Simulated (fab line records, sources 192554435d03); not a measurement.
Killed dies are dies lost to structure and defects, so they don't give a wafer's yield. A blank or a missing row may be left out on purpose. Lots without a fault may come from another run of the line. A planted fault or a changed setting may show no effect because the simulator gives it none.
fab line records | flow n5_finfet
record lots=6 wafers=18 last_day=18
route steps=1938 shown BEOL_M3@989 BEOL_M4@1111 PASSIVATION@1936
lots that met no fault: from a run of the same line without faults
start_h: hours from the record's first day to the start of the lot's first wafer shown | wait_h: hours since the lot's step before | " the same as in the row above | L1.1+2: a row that stands for several wafers | - no value, or no start given | * or withheld: withheld | < > ~ a bound
route shown NAME@n: a module of which the file shows steps, and the number in the route of the first | usual: mean/standard deviation of fault-free wafers | same: alike in all rows | chamber/n: place in a boat | sites: the reading at each site | _std_site: their standard deviation | _edge_site: outer sites' mean less inner sites' | radius_mm: how far each site lies from the wafer's centre | mask NAME#n: copy n | behind: the tool/chamber that last shaped the wafer | hold: why the lot was held/for how many hours/how that ended | device: the transistor (n, p or np) that didn't switch | end of line: the same wafers' tests at the end of the route | a step without rows: its recipe alone | killed: dies lost to structure and defects at the first sort, not the wafer's yield | map: a wafer's dies, x killed, . not, _ none there
set.NAME: the setting as run; set.NAME@STEP: as run at that earlier step | model.NAME: the simulator's own value behind a step, which no gauge read
lots at some steps of the route; a table a step, a row a wafer
services: from which hour (start_h, from the record's first day; less than 0 if before it) a tool's chamber was out of use, for how many hours, and why
## steps
# step N5_BEOL_M3_DEGAS_44
# recipe ambient=vacuum temp_c=250 time_s=60
# step N5_BEOL_M3_PRE_CLEAN_45
# recipe gas=H2/He time_s=30 temp_c=250
# usual heater_power_w=344/29
# columns lot.wafer tool chamber start_h wait_h heater_power_w
L486.1 pvd_sputter-02 - 151.38 0.0 422
L486.3 " - " " 342
L486.5 " - " " 363
L488.3 pvd_sputter-02 - 163.89 0.0 418
L488.4 " - " " 340
L488.6 " - " " 331
L490.1 pvd_sputter-01 - 176.52 0.0 364
L490.2 " - " " 329
L490.5 " - " " 331
L491.1 pvd_sputter-03 - 182.79 0.0 303
L491.2 " - " " 347
L491.4 " - " " 350
L505.2 pvd_sputter-01 - 266.27 0.0 338
L505.3 " - " " 360
L505.4 " - " " 354
L508.2 pvd_sputter-01 - 306.38 0.0 330
L508.4 " - " " 342
L508.6 " - " " 364
# step N5_BEOL_M3_ALD_84
# recipe material=TaN target_thk_a=* temp_c=275 ald_precursor_family=PDMAT ald_co_reactant=NH3 pressure_torr=3 carrier_flow_sccm=1500 pulse_time_s=2 purge_time_s=3 co_reactant_purge_time_s=2 co_reactant_pulse_time_s=3 ald_cycles=30 precursor_vessel_temp_c=75 precursor_vessel_pressure_torr=26.25 precursor_vessel_carrier_sccm=1000
# step N5_BEOL_M3_SURFACE_TREAT_85
# recipe gas=Ar time_s=* ion_energy_ev=* ion_current_ma_cm2=0.5 pressure_mtorr=* ar_flow_sccm=30
# step N5_BEOL_M3_CVD_47
# recipe material=Co target_thk_a=30 temp_c=withheld precursor=CCTBA/H2 pressure_torr=30 time_s=223.8
# step N5_BEOL_M3_SPUTTER_48
# recipe material=Cu target_thk_a=45 temp_c=-20 chamber_pressure_pa=0.07 power_w=withheld time_s=8.29
# usual throttle_valve_pct=29.8/0.77
# columns lot.wafer tool chamber start_h wait_h throttle_valve_pct
L486.1 pvd_sputter-03 - 151.97 0.1 30.4
L486.3 " - " " 29.7
L486.5 " - " " 29.9
L488.3 pvd_sputter-02 - 164.41 0.1 28.8
L488.4 " - " " 29.1
L488.6 " - " " 31.4
L490.1 pvd_sputter-03 - 177.13 0.2 29.0
L490.2 " - " " 29.6
L490.5 " - " " 29.6
L491.1 pvd_sputter-03 - 183.37 0.1 29.0
L491.2 " - " " 30.4
L491.4 " - " " 29.7
L505.2 pvd_sputter-02 - 266.81 0.1 28.6
L505.3 " - " " 29.3
L505.4 " - " " 31.2
L508.2 pvd_sputter-02 - 307.16 0.1 30.0
L508.4 " - " " 31.2
L508.6 " - " " 30.1
# step N5_BEOL_M3_ANNEAL_49
# recipe temp_c=400 time_s=240 ambient=vacuum
# step N5_BEOL_M3_SPUTTER_79
# recipe material=Cu target_thk_a=45 temp_c=-20 chamber_pressure_pa=0.07 power_w=withheld time_s=8.29
# usual throttle_valve_pct=29.8/0.76
# columns lot.wafer tool chamber start_h wait_h throttle_valve_pct
L486.1 pvd_sputter-03 - 152.19 0.1 30.5
L486.3 " - " " 29.4
L486.5 " - " " 29.4
L488.3 pvd_sputter-02 - 164.63 0.1 28.7
L488.4 " - " " 29.1
L488.6 " - " " 31.3
L490.1 pvd_sputter-03 - 177.35 0.1 29.0
L490.2 " - " " 29.4
L490.5 " - " " 29.2
L491.1 pvd_sputter-03 - 183.59 0.1 28.8
L491.2 " - " " 30.4
L491.4 " - " " 29.7
L505.2 pvd_sputter-02 - 267.03 0.1 28.5
L505.3 " - " " 29.3
L505.4 " - " " 31.2
L508.2 pvd_sputter-02 - 307.38 0.1 30.0
L508.4 " - " " 31.0
L508.6 " - " " 30.3
# step N5_BEOL_M3_ANNEAL_80
# recipe temp_c=400 time_s=240 ambient=vacuum
# step N5_BEOL_M3_SPUTTER_81
# recipe material=Cu target_thk_a=45 temp_c=-20 chamber_pressure_pa=0.07 power_w=withheld time_s=8.29
# step N5_BEOL_M3_ANNEAL_82
# recipe temp_c=400 time_s=240 ambient=vacuum
# usual heater_power_w=856/80 susceptor_temp_C=400.04/0.21
# columns lot.wafer tool chamber start_h wait_h heater_power_w susceptor_temp_C
L486.1 pvd_sputter-03 - 152.49 0.0 761 399.61
L486.3 " - " " 843 400.18
L486.5 " - " " 861 399.87
L488.3 pvd_sputter-02 - 164.93 0.0 832 399.93
L488.4 " - " " 801 400.51
L488.6 " - " " 1057 400.25
L490.1 pvd_sputter-03 - 177.65 0.0 854 400.26
L490.2 " - " " 842 400.00
L490.5 " - " " 758 400.14
L491.1 pvd_sputter-03 - 183.89 0.0 857 400.17
L491.2 " - " " 778 399.80
L491.4 " - " " 874 400.43
L505.2 pvd_sputter-02 - 267.33 0.0 829 400.00
L505.3 " - " " 799 400.17
L505.4 " - " " 1046 399.89
L508.2 pvd_sputter-02 - 307.68 0.0 935 400.16
L508.4 " - " " 1041 400.05
L508.6 " - " " 928 400.13
# step N5_BEOL_M3_SPUTTER_86
# recipe material=Cu target_thk_a=45 temp_c=-20 chamber_pressure_pa=0.07 power_w=withheld time_s=8.29
# step N5_BEOL_M3_ANNEAL_87
# recipe temp_c=400 time_s=240 ambient=vacuum
# usual heater_power_w=854/81 susceptor_temp_C=400.01/0.22
# columns lot.wafer tool chamber start_h wait_h heater_power_w susceptor_temp_C
L486.1 pvd_sputter-03 - 152.71 0.0 773 400.13
L486.3 " - " " 855 400.05
L486.5 " - " " 873 400.04
L488.3 pvd_sputter-02 - 165.15 0.0 845 399.83
L488.4 " - " " 811 399.71
L488.6 " - " " 1049 399.94
L490.1 pvd_sputter-03 - 177.87 0.0 - -
L490.2 " - " " - -
L490.5 " - " " - -
L491.1 pvd_sputter-03 - 184.11 0.0 - -
L491.2 " - " " - -
L491.4 " - " " - -
L505.2 pvd_sputter-02 - 267.55 0.0 823 399.84
L505.3 " - " " 816 400.17
L505.4 " - " " 1071 400.17
L508.2 pvd_sputter-02 - 307.90 0.0 922 400.18
L508.4 " - " " 1028 400.09
L508.6 " - " " 946 400.02
# step N5_BEOL_M3_SPUTTER_88
# recipe material=Cu target_thk_a=45 temp_c=-20 chamber_pressure_pa=0.07 power_w=withheld time_s=8.29
# usual throttle_valve_pct=29.9/0.78
# columns lot.wafer tool chamber start_h wait_h throttle_valve_pct
L486.1 pvd_sputter-03 - 152.85 0.1 30.5
L486.3 " - " " 29.6
L486.5 " - " " 29.3
L488.3 pvd_sputter-02 - 165.29 0.1 28.5
L488.4 " - " " 29.4
L488.6 " - " " 31.3
L490.1 pvd_sputter-03 - 178.01 0.1 29.0
L490.2 " - " " 29.4
L490.5 " - " " 29.3
L491.1 pvd_sputter-03 - 184.25 0.1 29.1
L491.2 " - " " 30.5
L491.4 " - " " 29.6
L505.2 pvd_sputter-02 - 267.69 0.1 28.7
L505.3 " - " " 29.4
L505.4 " - " " 31.2
L508.2 pvd_sputter-02 - 308.04 0.1 30.0
L508.4 " - " " 31.1
L508.6 " - " " 30.1
# step N5_BEOL_M4_RC_MEAS_101
# usual DIBL_N=35.7/1.3 DIBL_P=35.4/1.8 IOFF_N=0.152/0.027 IOFF_P=0.20/0.034 ION_N=672/9.8 ION_P=461/7.5 SS_N=71.4/0.55 SS_P=73.1/0.61 VT_N=251/3.3 VT_P=-251/3.6
# columns lot.wafer tool chamber start_h wait_h DIBL_N[mV/V] DIBL_P[mV/V] IOFF_N[nA/um] IOFF_P[nA/um] ION_N[uA/um] ION_P[uA/um] SS_N[mV/dec] SS_P[mV/dec] VT_N[mV] VT_P[mV]
L486.1 prober-01 0 167.82 0.0 36.3 36.0 0.147 0.20 667 467 71.1 74.3 252 -249
L486.3 " 0 " " 36.4 34.7 0.148 0.19 672 462 71.3 73.3 250 -249
L486.5 " 0 " " 35.3 34.6 0.136 0.18 673 462 71.4 73.1 253 -251
L488.3 prober-02 0 181.50 0.3 34.6 36.3 0.165 0.19 682 464 71.3 73.0 250 -252
L488.4 " 0 " " 36.9 37.7 0.190 0.20 680 456 72.2 73.9 249 -251
L488.6 " 0 " " 34.4 35.2 0.150 0.17 677 456 71.4 72.6 251 -254
L490.1 prober-02 0 194.14 0.0 36.9 37.4 0.191 0.26 683 474 71.7 73.5 246 -244
L490.2 " 0 " " 35.7 35.7 0.175 0.24 688 468 71.8 73.3 245 -246
L490.5 " 0 " " 35.2 35.9 0.163 0.23 683 473 71.4 73.9 249 -245
L491.1 prober-02 0 200.27 0.0 35.6 37.1 0.164 0.24 684 474 70.8 73.0 247 -245
L491.2 " 0 " " 34.1 34.2 0.130 0.18 675 462 70.5 72.3 253 -247
L491.4 " 0 " " 34.6 35.8 0.146 0.21 675 464 71.0 72.0 249 -247
L505.2 prober-02 0 281.75 0.8 36.6 36.9 0.156 0.19 670 456 71.6 73.8 249 -252
L505.3 " 0 " " 35.5 35.8 0.146 0.17 668 451 71.1 72.8 249 -257
L505.4 " 0 " " 33.7 33.4 0.118 0.14 657 449 71.7 72.6 251 -258
L508.2 prober-02 0 318.63 0.2 33.7 33.3 0.112 0.18 669 470 70.2 72.8 255 -250
L508.4 " 0 " " 32.7 31.1 0.097 0.15 661 459 71.1 72.6 258 -252
L508.6 " 0 " " 32.1 30.5 0.093 0.16 651 457 70.2 72.6 257 -253
# step N5_PASSIVATION_PROBE_49
# usual defect_limited_yield=91.5/1.3 killed_at_M0_to_M3=33/11 killed_at_M4_up=14/5.3 killed_at_contacts=11/6.3 killed_at_front_end=38/10 killed_at_other=3.7/2.8 killed_dies=101/16 killed_open=67/12 killed_short=32/7.4 sort_bin_5_function=5.0/0.86 sort_bin_6_memory=3.2/0.69 sort_n_pass=1079/16 sort_yield_pct=91.5/1.3
# same gross_dies=1180 killed_at_back_side=0 sort_bin_4_leakage[%]=0 sort_bin_8_speed[%]=0
# columns lot.wafer tool chamber start_h wait_h defect_limited_yield[%] killed_at_M0_to_M3 killed_at_M4_up killed_at_contacts killed_at_front_end killed_at_other killed_dies killed_open killed_short sort_bin_5_function[%] sort_bin_6_memory[%] sort_n_pass sort_yield_pct[%]
L488.3 prober-02 - 297.08 0.1 92.6 31 13 9 32 2 87 55 31 4.0 2.8 1093 92.6
L488.4 prober-02 - 297.13 0.2 92.8 21 10 15 38 1 85 55 29 4.4 2.3 1095 92.8
L488.6 prober-02 - 297.23 0.3 92.1 26 12 24 30 1 93 54 36 4.8 2.5 1087 92.1
L505.2 prober-01 - 386.35 0.1 93.1 21 18 9 31 3 82 52 30 3.9 3.0 1098 93.1
L505.3 prober-01 - 386.40 0.1 91.1 31 25 18 26 5 105 70 33 4.9 3.8 1075 91.1
L505.4 prober-01 - 386.45 0.2 93.5 19 15 11 31 1 77 60 16 4.4 1.9 1103 93.5
# killed by level:class
L488.3 STI_FIN_REVEAL:geometric_particle:open=11 BEOL_M1:geometric_particle:open=9 MOL_CONTACT_COAG:geometric_particle:open=8 GATE_CUT:geometric_particle:short=7 BEOL_M0_SAQP:geometric_particle:short=6 BEOL_M2:geometric_particle:open=5 BEOL_M3:geometric_particle:open=4 BEOL_M4:geometric_particle:open=4
L488.4 MOL_CONTACT_COAG:geometric_particle:open=13 STI_FIN_REVEAL:geometric_particle:open=11 FIN_SAQP:geometric_particle:short=5 GATE_CUT:geometric_particle:short=5 BEOL_M5:geometric_particle:open=5 BEOL_M0_SAQP:geometric_particle:open=4 STARTING-WAFER:geometric_particle:open=4 BEOL_M0_SAQP:geometric_particle:short=3
L488.6 MOL_CONTACT_COAG:geometric_particle:open=19 FIN_SAQP:geometric_particle:short=6 BEOL_M1:geometric_particle:open=6 BEOL_M2:geometric_particle:open=6 STI_FIN_REVEAL:geometric_particle:open=5 GATE_CUT:geometric_particle:short=5 MOL_CONTACT_COAG:geometric_particle:short=5 BEOL_M0_SAQP:geometric_particle:short=4
L505.2 MOL_CONTACT_COAG:geometric_particle:open=8 GATE_CUT:geometric_particle:short=6 BEOL_M4:geometric_particle:open=6 FIN_SAQP:geometric_particle:open=5 SPACER0:geometric_particle:short=5 BEOL_M0_SAQP:geometric_particle:short=5 BEOL_M2:geometric_particle:open=5 BEOL_M0_SAQP:geometric_particle:open=4
L505.3 BEOL_M4:geometric_particle:open=13 MOL_CONTACT_COAG:geometric_particle:open=13 STARTING-WAFER:geometric_particle:open=7 MOL_CONTACT_COAG:geometric_particle:short=5 BEOL_M2:geometric_particle:open=5 BEOL_M3:geometric_particle:open=5 BEOL_M3:geometric_particle:short=5 BEOL_M5:geometric_particle:open=5
L505.4 MOL_CONTACT_COAG:geometric_particle:open=9 BEOL_M2:geometric_particle:open=9 FIN_SAQP:geometric_particle:open=6 FIN_SAQP:geometric_particle:short=5 DUMMY_GATE:geometric_particle:open=5 BEOL_M5:geometric_particle:open=5 BEOL_M0_SAQP:geometric_particle:open=4 STARTING-WAFER:geometric_particle:open=4
## services
# columns tool chamber start_h hours kind
pvd_sputter-03 - 285.89 3.8 repair
## key
first_sign step=N5_BEOL_M3_ANNEAL_87 reading=tool_record direction=missing
effect none on later readings
met_at N5_BEOL_M3_ANNEAL_87
struck_wafers L490.1,L490.2,L490.5,L491.1,L491.2,L491.4
onset_between 152.71 177.87
fault kind=skipped_step_whole tool=pvd_sputter-03 chamber=- onset_h=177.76 steps=N5_BEOL_M3_ANNEAL_87 scope=struck_lots_only
